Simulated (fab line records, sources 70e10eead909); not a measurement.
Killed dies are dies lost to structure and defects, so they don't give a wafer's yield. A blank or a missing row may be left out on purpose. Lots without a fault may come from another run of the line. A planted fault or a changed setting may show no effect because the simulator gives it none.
A struck lot beside a sound one | flow nand_harc | 13 steps out of a route of 1159
Sound: wafers L780.3, L780.4, L780.6. Struck: wafers L770.1, L770.4. (L770.5 of the same lot was not struck and is left out.) The cause comes at the end.
At each step with rows: each side's tool, then ch and its chambers, then its first start. Under that, the readings that differ: sound wafers | struck wafers | difference of the means | sigmas: that difference in standard deviations of wafers without a fault.
alike: readings whose means differ by less than 2 such deviations, and words and numbers that are the same on both sides. not compared: withheld readings, readings that some wafer has no value for, bounds like >300 that may hide the same value, and numbers for which the record gives no deviation and whose values overlap.
The two part at a step that has a row with sigmas, a row that says differs or no value, or rows on one side only. Numbers that don't overlap but have no deviation are shown without sigmas and don't part them. A reading that every wafer of one side lacks parts them only if that side has two wafers or more.

first, 1 step without rows for these wafers: NHARC_A_SLIT_SRD_20.
NHARC_A_SLIT_CD_MEAS_21:
  sound on cd_sem-01, day 18 13:14; struck on cd_sem-03, day 15 18:26
  alike: cd_nm
then, 3 steps without rows for these wafers: NHARC_A_SIN_REMOVE_WET_00 (chemistry H3PO4, time 15300 s); NHARC_A_SIN_REMOVE_PRECLEAN_01 (cleans in SC1); NHARC_A_SIN_REMOVE_SRD_02.
NHARC_A_SIN_REMOVE_INSPECT_04:
  sound on defect_inspect-01, day 18 19:17; struck on defect_inspect-02, day 16 00:22
  reading          | sound       | struck  | difference | sigmas
  raw_defect_count | 205 215 176 | 297 455 | +177       | +2
NHARC_A_WL_FILL_ALD_00: deposits Al2O3, target thk 3 nm, pulse time 3 s, ald cycles 30.
  sound on ald_hk-01 ch 0,1,3, day 18 19:24; struck on ald_hk-02 ch 0,1, day 16 00:39
  alike: heater_power_w, precursor_pulse_height_rel
NHARC_A_WL_FILL_RTA_01: time 5 s.
  sound on rtp_anneal-01 ch 0, day 18 19:40; struck on rtp_anneal-01 ch 0, day 16 00:52
  alike: lamp_power_pct, wafer_temp_C_max
NHARC_A_WL_FILL_ALD_02: deposits TiN, target thk 2 nm, pulse time 3 s, ald cycles 100.
  sound on ald_metal-03 ch 0,2,3, day 18 19:55; struck on ald_metal-04 ch 0,3, day 16 01:05
  alike: heater_power_w, precursor_pulse_height_rel
NHARC_A_WL_FILL_CVD_03: deposits W, target thk 40 nm, time 3302 s.
  sound on cvd_w-01 ch 0,1, day 19 04:16; struck on cvd_w-01 ch 1, day 16 08:26
  alike: heater_power_w, mfc_ar_sccm, throttle_valve_pct
NHARC_A_WL_FILL_ETCHBACK_04: etches the open film in NF3, target depth 60 nm, time 120 s.
  sound on rie_metal-02 ch 0,1, day 19 06:43; struck on rie_metal-03 ch 0,1, day 16 11:47
  reading          | sound             | struck    | difference | sigmas
  run_length_s (s) | 141.3 142.0 142.4 | 97.2 97.3 | -44.7      | -99 or more
  alike: drypump_motor_current_A, oes_product_au
  not compared: rf_hours_counter_h
NHARC_A_WL_FILL_ETCHBACK_05: etches the open film in Cl2/BCl3, target depth 22 nm, time 60 s.
  sound on rie_metal-02 ch 0,1, day 19 06:55; struck on rie_metal-03 ch 0,1, day 16 11:59
  alike: drypump_motor_current_A, oes_product_au, run_length_s
  not compared: rf_hours_counter_h
-- the record jumps here: 5 days lie between the struck wafers' starts before and after (it left off in module A_WL_FILL and takes up again in module END, whose first step shown is number 1159 of the route) --
NHARC_END_SORT_01:
  the record has rows for the struck wafers here (prober-01 ch 0, day 21 03:53) and none for the sound ones

WHERE THEY PART
First at NHARC_A_SIN_REMOVE_INSPECT_04; last, within this record, at NHARC_END_SORT_01.

WHY: what the simulator had put in
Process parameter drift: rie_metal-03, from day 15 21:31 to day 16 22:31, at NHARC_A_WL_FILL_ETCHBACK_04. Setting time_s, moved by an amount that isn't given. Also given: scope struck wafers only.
